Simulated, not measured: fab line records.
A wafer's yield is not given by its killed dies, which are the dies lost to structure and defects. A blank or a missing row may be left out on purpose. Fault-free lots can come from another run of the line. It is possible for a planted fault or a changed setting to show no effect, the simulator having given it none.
Struck lot and sound lot, side by side | flow nand harc | 14 steps out of a route of 1302
Sound: the wafers L361.2, L361.3, L361.4. Struck: wafer L367.4 (L367.1, L367.6, from the same lot, were not struck and are left out); the cause is given at the end.
Order at every step that has rows: each side's tool, ch and its chambers, its first start. Under that, the readings that differ: sound wafers | struck wafers | difference of the means | sigmas: that difference in standard deviations of wafers without a fault.
alike: readings whose means differ by less than 2 such deviations, and words and numbers that are the same on both sides. not compared: withheld readings, readings that some wafer has no value for, bounds like >300 that may hide the same value, and numbers for which the record gives no deviation and whose values overlap.
Wherever a step has rows on one side only, a row that says differs or no value, or a row with sigmas, the two part there. Numbers that don't overlap but have no deviation are shown without sigmas and don't part them. A reading that every wafer of one side lacks parts them only if that side has two wafers or more.

first, 1 step without rows for these wafers: NHARC_A_STAIRCASE_HARDBAKE_311 (time 140 s).
NHARC_A_STAIRCASE_DESCUM_312: chemistry O2, time 3 s.
  sound on rie diel-06 ch 0,1,3, day 17 06:49; struck on rie diel-13 ch 2, day 19 05:40
  reading                | sound    | struck | difference | sigmas
  rf hours counter h (h) | 25 27 20 | 29     | +5         |
  alike: drypump motor current A, oes product au, rf vpp V, showerhead plenum p Torr, throttle valve pct
then, 1 step without rows for these wafers: NHARC_A_STAIRCASE_ETCH_313 (etches the open film in CF4/CHF3).
NHARC_A_STAIRCASE_HM_OPEN_463: chemistry O2/COS.
  sound on rie diel-06 ch 0,2,3; struck on rie diel-13 ch 0
  reading                | sound    | struck | difference | sigmas
  rf hours counter h (h) | 25 26 20 | 31     | +7         |
  alike: drypump motor current A, oes product au, rf vpp V, showerhead plenum p Torr, throttle valve pct
then, 1 step without rows for these wafers: NHARC_A_STAIRCASE_STRIP_464 (strips in O2/COS).
NHARC_A_STAIRCASE_ETCH_453: etches the open film in CF4/O2, target depth 30 nm, overetch 3 nm, time 16.5 s.
  sound on rie diel-06 ch 0,2,3; struck on rie diel-13 ch 3
  reading                | sound    | struck | difference | sigmas
  rf hours counter h (h) | 25 26 20 | 32     | +8         |
  alike: drypump motor current A, oes_ar_750_au, oes product au, rf vpp V, showerhead plenum p Torr, throttle valve pct
NHARC_A_STAIRCASE_ETCH_315: etches the open film in C4F8/O2/Ar, target depth 2500 nm, time 607.1 s.
  sound on rie diel-06 ch 0,2,3; struck on rie diel-13 ch 0
  reading                | sound    | struck | difference | sigmas
  rf hours counter h (h) | 26 20 26 | 31     | +7         |
  alike: oes product au, rf vpp V
then, 4 steps without rows for these wafers: NHARC_A_STAIRCASE_STRIP_316 (strips in O2); NHARC_A_STAIRCASE_STRIP_317 (strips in SPM, time 900 s); NHARC_A_STAIRCASE_PRECLEAN_318 (cleans in SC1); NHARC_A_STAIRCASE_SRD_329.
NHARC_A_STAIRCASE_ALD_415: deposits SiO2, target thk 30 nm, pulse time 6 s, ald cycles 300.
  sound on ald hk-04 ch 0,1,3, day 17 08:42; struck on ald hk-02 ch 0, day 19 10:28
  reading    | sound       | struck | difference | sigmas
  ald cycles | 300 300 300 | 377    | +77        |
  alike: heater power w, precursor pulse height rel
NHARC_A_STAIRCASE_ETCHBACK_416: etches the open film in C4F8/O2/Ar, target depth 36 nm, time 7.2 s.
  sound on rie diel-13 ch 0,2,3; struck on rie diel-13 ch 3
  reading                | sound    | struck | difference | sigmas
  rf hours counter h (h) | 15 15 15 | 36     | +21        |
  alike: oes product au, rf vpp V
-- jump in the record: it breaks off in module A_STAIRCASE and resumes in module END (first step shown: number 1302 of the route), and 8 days separate the struck wafers' starts before and after --
NHARC_END_SORT_01:
  sound on prober-01 ch 0, day 24 19:59; struck on prober-01 ch 0, day 27 00:45
  reading         | sound    | struck                   | difference                   | sigmas
  hold            | - - -    | await dispo/1.4h/release | no value on the sound wafers |
  killed at array | 21 31 17 | 669                      | +646                         | +34
  killed dies     | 24 35 19 | 677                      | +651                         | +33
  alike: killed at other, killed at periphery, killed open, killed short

## WHERE THEY PART
At NHARC_END_SORT_01 and nowhere else, as far as this record goes.

WHY: what the simulator had put in
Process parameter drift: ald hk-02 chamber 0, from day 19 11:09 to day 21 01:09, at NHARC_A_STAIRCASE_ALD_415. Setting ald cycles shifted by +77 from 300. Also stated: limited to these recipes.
